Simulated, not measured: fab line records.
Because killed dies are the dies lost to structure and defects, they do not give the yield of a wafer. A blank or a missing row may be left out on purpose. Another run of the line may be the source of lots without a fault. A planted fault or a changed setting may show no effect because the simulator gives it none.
Matching of chambers -- flow nand-harc -- NHARC_A_CONTACT_CMP_20 on cmp-03 has 4 sister chambers
The step polishes, t overpolish 30 s, target thk 300 nm. 8 wafers are shown with their chamber, then 10 later ones without.

== EACH WAFER AND ITS CHAMBER ==
wafer,chamber,motor-current-A (A),time-to-endpoint-s (s)
L080.2,3,12.9,59.6
L085.3,2,10.7,57.5
L085.4,3,13.6,59.5
L090.2,0,11.4,62.2
L090.3,2,10.9,59.4
L090.6,1,12.2,63.2
L093.1,1,12.3,57.3
L093.3,0,11.4,58.8

== WAFERS WHOSE CHAMBER IS MISSING ==
wafer,motor-current-A (A),time-to-endpoint-s (s)
L093.5,10.4,57.0
L095.1,10.4,56.3
L095.4,12.3,61.1
L095.5,12.4,59.0
L096.3,12.5,62.8
L096.4,11.2,64.1
L096.5,11.0,63.2
L097.1,10.5,60.6
L097.4,12.5,59.4
L097.5,11.4,58.4

== WHICH CHAMBER EACH ONE RAN IN ==
wafer,from the rows above,in truth
L093.5,2,2
L095.1,2,2
L095.4,1,1
L095.5,1,1
L096.3,can't be placed: 1 or 3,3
L096.4,can't be placed: 0 or 2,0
L096.5,can't be placed: 0 or 2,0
L097.1,2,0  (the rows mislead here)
L097.4,can't be placed: 1 or 3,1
L097.5,can't be placed: 0 or 2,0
Placed correctly: 4 of 10. From these rows, 5 cannot be placed; in 5 the true chamber is one of the candidates. Wrongly placed: 1.
How it was worked out, from the rows above alone: a wafer's distance from a chamber is the root of the sum, over the readings, of the square of ((its reading less the chamber's mean) divided by the reading's scatter). The wafer belongs to the nearest chamber; if the next one is less than 2 further off, it can't be placed. A chamber's mean is the mean of its shown wafers. How the scatter is found: for the shown wafers, subtract from each reading the mean of its chamber, square and add these, divide the total by (wafers less chambers), then take the root.
